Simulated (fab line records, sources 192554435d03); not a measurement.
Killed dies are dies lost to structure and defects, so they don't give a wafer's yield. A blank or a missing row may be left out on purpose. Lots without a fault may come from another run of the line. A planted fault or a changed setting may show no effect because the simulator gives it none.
Split-lot experiment | flow n5_finfet | 7 lots, 39 wafers read, on a route of 1938 steps

THE SPLIT
At N5_BEOL_M8_TRENCH_ETCH_37 (etches SiCOH lowk in C4F6/O2, target depth 93.478 nm, time 31.2 s), the setting time_s was moved away from the recipe's 31.2 s on 12 of the 39 wafers read, by -60.0% to +51.8%. The other wafers ran this setting at the recipe's value.

FROM THE SPLIT TO THE READING: what the file shows between them, 8 steps
- N5_BEOL_M8_ETCH_41: etches SiCN in CH3F/O2, target depth 31.9 nm, time 57.8 s
- N5_BEOL_M8_STRIP_80: strips in N2/H2, time 10 s
- N5_BEOL_M8_OCD_MEAS_38
- N5_BEOL_M8_HM_STRIP_39: strips TiN in peroxide tin strip, target depth 25 nm, time 158 s
- N5_BEOL_M8_SRD_40: time 30 s
- N5_BEOL_M8_ECD_50: material Cu, target thk 300 nm
- N5_BEOL_M8_ANNEAL_51: time 90 s
- N5_BEOL_M8_CMP_52: polishes, stops on SiCOH lowk, t overpolish 6.9 s, target thk 80 nm

THE READING
M8_THK, in nm, at N5_BEOL_M8_THK_MEAS_53 (measures by xrf). Fault-free wafers of this fab line usually give 80.9 nm, standard deviation 2.6 nm.

wafer  | tool, chamber at the split | time_s as run, s | against the recipe | M8_THK, nm | against lot-mates on the recipe
L075.1 | rie_diel-06, 1             | 43.7             | +40.1%             | 118.4      | +34.6
L075.2 | rie_diel-06, 0             | 31.2             | recipe             | 79.4       | -
L075.3 | rie_diel-06, 3             | 43.7             | +40.1%             | 118.4      | +34.6
L075.4 | rie_diel-06, 2             | 31.2             | recipe             | 85.0       | -
L075.5 | rie_diel-06, 2             | 31.2             | recipe             | 87.1       | -
L075.6 | rie_diel-06, 3             | 43.7             | +40.1%             | 117.6      | +33.8
L077.1 | rie_diel-04, 1             | 31.2             | recipe             | 85.6       | -
L077.2 | rie_diel-04, 2             | 31.2             | recipe             | 76.8       | -
L077.3 | rie_diel-04, 3             | 12.49            | -60.0%             | 22.1       | -60.2
L077.4 | rie_diel-04, 0             | 12.49            | -60.0%             | 22.5       | -59.8
L077.5 | rie_diel-04, 2             | 12.49            | -60.0%             | 20.3       | -62.0
L077.6 | rie_diel-04, 1             | 31.2             | recipe             | 84.6       | -
L078.3 | rie_diel-04, 3             | 31.2             | recipe             | 80.7       | -
L078.4 | rie_diel-04, 0             | 31.2             | recipe             | 82.4       | -
L078.6 | rie_diel-04, 2             | 31.2             | recipe             | 79.1       | -
L079.1 | rie_diel-01, 2             | 31.2             | recipe             | 79.0       | -
L079.2 | rie_diel-01, 0             | 31.2             | recipe             | 82.2       | -
L079.3 | rie_diel-01, 3             | 31.2             | recipe             | 82.2       | -
L079.4 | rie_diel-01, 1             | 31.2             | recipe             | 79.3       | -
L079.5 | rie_diel-01, 2             | 31.2             | recipe             | 80.0       | -
L079.6 | rie_diel-01, 1             | 31.2             | recipe             | 80.5       | -
L084.1 | rie_diel-01, 1             | 44.56            | +42.8%             | 123.7      | +41.6
L084.2 | rie_diel-01, 0             | 31.2             | recipe             | 81.5       | -
L084.3 | rie_diel-01, 3             | 31.2             | recipe             | 82.1       | -
L084.4 | rie_diel-01, 2             | 44.56            | +42.8%             | 121.8      | +39.7
L084.5 | rie_diel-01, 2             | 44.56            | +42.8%             | 121.2      | +39.1
L084.6 | rie_diel-01, 1             | 31.2             | recipe             | 82.6       | -
L092.1 | rie_diel-01, 2             | 31.2             | recipe             | 79.0       | -
L092.2 | rie_diel-01, 3             | 31.2             | recipe             | 80.4       | -
L092.3 | rie_diel-01, 1             | 31.2             | recipe             | 80.8       | -
L092.4 | rie_diel-01, 0             | 31.2             | recipe             | 81.1       | -
L092.5 | rie_diel-01, 3             | 31.2             | recipe             | 81.3       | -
L092.6 | rie_diel-01, 0             | 31.2             | recipe             | 81.3       | -
L097.1 | rie_diel-04, 3             | 47.37            | +51.8%             | 127.5      | +45.1
L097.2 | rie_diel-04, 0             | 47.37            | +51.8%             | 128.5      | +46.1
L097.3 | rie_diel-04, 1             | 31.2             | recipe             | 85.7       | -
L097.4 | rie_diel-04, 0             | 47.37            | +51.8%             | 129.4      | +47.0
L097.5 | rie_diel-04, 3             | 31.2             | recipe             | 77.3       | -
L097.6 | rie_diel-04, 1             | 31.2             | recipe             | 84.3       | -

THE FIT
A straight line over all 39 wafers: M8_THK changes by +0.954 nm for each +1% of time_s; r = +1.00; the points scatter about the line by 2.4 nm.
The same after taking each lot's own level away (the mean of its wafers on the recipe; 39 wafers): +0.945 nm for each +1%; r = +1.00; scatter 2.5 nm.
On that fit, the largest move of time_s shifts the reading by 57 nm.
The lots' own levels span 80.53 to 83.83 nm, that is 1.3 times the standard deviation above.
So the lot-to-lot level changes the slope little: the two slopes agree.
Check: with one of the wafers moved furthest among these (-60.0%) left out of the fit, the line predicts -56.9 nm for it against its lot-mates. It came out at -60.2 nm against them.

THE WHOLE CHAIN: every reading that the file lists as answering this split, in the file's order
step                      | what it does                                                        | reading                                                                          | change (the file's fit)                                                              | r (the file's)
N5_BEOL_M8_TRENCH_ETCH_37 | etches SiCOH lowk in C4F6/O2, target depth 93.478 nm, time 31.2 s   | etch.depth_nm (the simulator's own value, which no gauge read)                   | +0.908 nm for each +1% of the setting                                                | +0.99
N5_BEOL_M8_TRENCH_ETCH_37 | etches SiCOH lowk in C4F6/O2, target depth 93.478 nm, time 31.2 s   | BEOL_M8.feature_depth_nm (the simulator's own value, which no gauge read)        | +0.908 nm for each +1% of the setting                                                | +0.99
N5_BEOL_M8_TRENCH_ETCH_37 | etches SiCOH lowk in C4F6/O2, target depth 93.478 nm, time 31.2 s   | TiN_of_BEOL_M8_HM_DEP_02.thk_nm (the simulator's own value, which no gauge read) | -0.0266 nm for each +1% of the setting                                               | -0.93
N5_BEOL_M8_OCD_MEAS_38    |                                                                     | trench_depth_nm                                                                  | +0.904 nm for each +1% of the setting                                                | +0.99
N5_BEOL_M8_CMP_52         | polishes, stops on SiCOH lowk, t overpolish 6.9 s, target thk 80 nm | Cu_of_BEOL_M8_ECD_50.thk_nm (the simulator's own value, which no gauge read)     | +0.923 nm for each +1% of the setting                                                | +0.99
N5_BEOL_M8_THK_MEAS_53    | measures by xrf                                                     | M8_THK                                                                           | +0.938 for each +1% of the setting                                                   | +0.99
N5_BEOL_M8_RS_MEAS_57     | measures by four-point-probe                                        | M8_RS                                                                            | not straight: 1.585 at the lowest setting, 0.285 at the recipe, 0.169 at the highest | not given

THE FILE'S OWN FIT
M8_THK changes by +0.938 nm for each +1% of time_s, r = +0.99.
